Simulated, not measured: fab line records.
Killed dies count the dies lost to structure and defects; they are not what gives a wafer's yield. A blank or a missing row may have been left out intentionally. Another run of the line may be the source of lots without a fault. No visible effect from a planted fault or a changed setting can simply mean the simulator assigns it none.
Chamber matching    flow nand-harc    NHARC_A_STAIRCASE_ETCH_313 on rie-diel-13: 4 sister chambers
The step etches the open film in CF4/CHF3. 8 wafers are shown with their chamber, then 9 later ones without.

WAFERS, EACH WITH ITS CHAMBER
wafer   chamber  drypump-motor-current-A (A)  showerhead-plenum-p-Torr (Torr)
L074.4  1        6.1                          1.58
L080.4  2        5.4                          1.55
L082.5  1        6.1                          1.57
L083.5  3        5.5                          1.47
L083.6  2        5.3                          1.55
L084.2  3        5.5                          1.47
L084.3  0        5.9                          1.70
L084.5  0        5.9                          1.70

WAFERS MISSING THEIR CHAMBER
wafer   drypump-motor-current-A (A)  showerhead-plenum-p-Torr (Torr)
L090.2  6.1                          1.57
L090.4  5.5                          1.46
L090.5  5.9                          1.69
L092.2  5.3                          1.55
L092.4  5.5                          1.46
L092.6  5.5                          1.46
L093.1  5.5                          1.46
L093.2  6.1                          1.56
L093.6  5.5                          1.46

EACH ONE'S CHAMBER
wafer   from the rows above  in truth
L090.2  1                    1
L090.4  3                    3
L090.5  0                    0
L092.2  2                    2
L092.4  3                    3
L092.6  3                    3
L093.1  3                    3
L093.2  1                    1
L093.6  3                    3
Correct placement for 9 of the 9. Left unplaced by these rows: 0. 0 placed wrongly.
How it was worked out, from the rows above alone: a wafer's distance from a chamber is the root of the sum, over the readings, of the square of ((its reading less the chamber's mean) divided by the reading's scatter). The wafer belongs to the nearest chamber; if the next one is less than 2 further off, it can't be placed. For every chamber, the mean is computed from those of its wafers that are shown. The scatter is the square root of a quotient: the sum, over the shown wafers, of each reading's squared deviation from its chamber's mean, divided by wafers minus chambers.
